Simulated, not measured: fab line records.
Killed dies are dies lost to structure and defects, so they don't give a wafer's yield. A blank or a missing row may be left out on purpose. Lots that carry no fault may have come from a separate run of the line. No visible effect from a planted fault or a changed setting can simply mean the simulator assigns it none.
Chamber matching / flow n5-finfet / N5_FIN_CUT_CUT_ETCH_28 on rie-si-01 has 4 sister chambers
The step etches Si in HBr/Cl2/O2, target depth 6 nm, time 2.4 s. 16 wafers are shown with their chamber, then 8 later ones without.

== WAFERS PAIRED WITH THEIR CHAMBERS ==
wafer=L074.4; chamber=0; throttle-valve-pct (%)=37.1; oes-product-au (a.u.)=0.969
wafer=L074.5; chamber=2; throttle-valve-pct (%)=36.7; oes-product-au (a.u.)=0.992
wafer=L074.6; chamber=1; throttle-valve-pct (%)=37.0; oes-product-au (a.u.)=0.994
wafer=L076.1; chamber=1; throttle-valve-pct (%)=37.0; oes-product-au (a.u.)=1.007
wafer=L076.2; chamber=3; throttle-valve-pct (%)=36.8; oes-product-au (a.u.)=0.967
wafer=L076.5; chamber=3; throttle-valve-pct (%)=36.8; oes-product-au (a.u.)=0.969
wafer=L078.2; chamber=3; throttle-valve-pct (%)=36.8; oes-product-au (a.u.)=0.971
wafer=L078.4; chamber=2; throttle-valve-pct (%)=36.7; oes-product-au (a.u.)=0.990
wafer=L078.5; chamber=3; throttle-valve-pct (%)=36.8; oes-product-au (a.u.)=0.968
wafer=L079.1; chamber=1; throttle-valve-pct (%)=37.1; oes-product-au (a.u.)=0.996
wafer=L079.2; chamber=3; throttle-valve-pct (%)=36.8; oes-product-au (a.u.)=0.965
wafer=L079.6; chamber=2; throttle-valve-pct (%)=36.7; oes-product-au (a.u.)=0.991
wafer=L082.2; chamber=2; throttle-valve-pct (%)=36.7; oes-product-au (a.u.)=0.996
wafer=L082.3; chamber=1; throttle-valve-pct (%)=37.0; oes-product-au (a.u.)=0.995
wafer=L082.5; chamber=3; throttle-valve-pct (%)=36.8; oes-product-au (a.u.)=0.965
wafer=L083.1; chamber=3; throttle-valve-pct (%)=36.8; oes-product-au (a.u.)=0.971

SIGNATURES, as means of the wafers listed above
reading=throttle-valve-pct; chamber 0=37.100; chamber 1=37.025; chamber 2=36.700; chamber 3=36.800; scatter within a chamber=0.025
reading=oes-product-au; chamber 0=0.96900; chamber 1=0.99800; chamber 2=0.99225; chamber 3=0.96800; scatter within a chamber=0.00375
Rule: distance of a wafer from a chamber = root of the sum over the readings of ((wafer's reading minus chamber's mean) / reading's scatter) squared. The wafer belongs to the nearest chamber; if the next one is less than 2 further off, it can't be placed. The scatter is the square root of a quotient: the sum, over the shown wafers, of each reading's squared deviation from its chamber's mean, divided by wafers minus chambers.

== WAFERS WITHOUT THEIR CHAMBER ==
wafer=L083.5; throttle-valve-pct (%)=36.7; oes-product-au (a.u.)=0.992
wafer=L083.6; throttle-valve-pct (%)=37.0; oes-product-au (a.u.)=0.995
wafer=L087.3; throttle-valve-pct (%)=37.1; oes-product-au (a.u.)=0.974
wafer=L087.5; throttle-valve-pct (%)=37.1; oes-product-au (a.u.)=0.982
wafer=L087.6; throttle-valve-pct (%)=37.0; oes-product-au (a.u.)=1.001
wafer=L096.1; throttle-valve-pct (%)=37.1; oes-product-au (a.u.)=0.971
wafer=L096.3; throttle-valve-pct (%)=36.7; oes-product-au (a.u.)=0.992
wafer=L096.5; throttle-valve-pct (%)=36.8; oes-product-au (a.u.)=0.962

== THE CHAMBER EACH PASSED THROUGH ==
wafer=L083.5; from the rows above=2; in truth=2
wafer=L083.6; from the rows above=1; in truth=1
wafer=L087.3; from the rows above=0; in truth=0
wafer=L087.5; from the rows above=can't be placed: 0 or 1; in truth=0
wafer=L087.6; from the rows above=1; in truth=1
wafer=L096.1; from the rows above=0; in truth=0
wafer=L096.3; from the rows above=2; in truth=2
wafer=L096.5; from the rows above=3; in truth=3
Correctly placed: 7 of 8. From these rows, 1 cannot be placed; in 1 the true chamber is one of the candidates. Wrongly placed: 0.
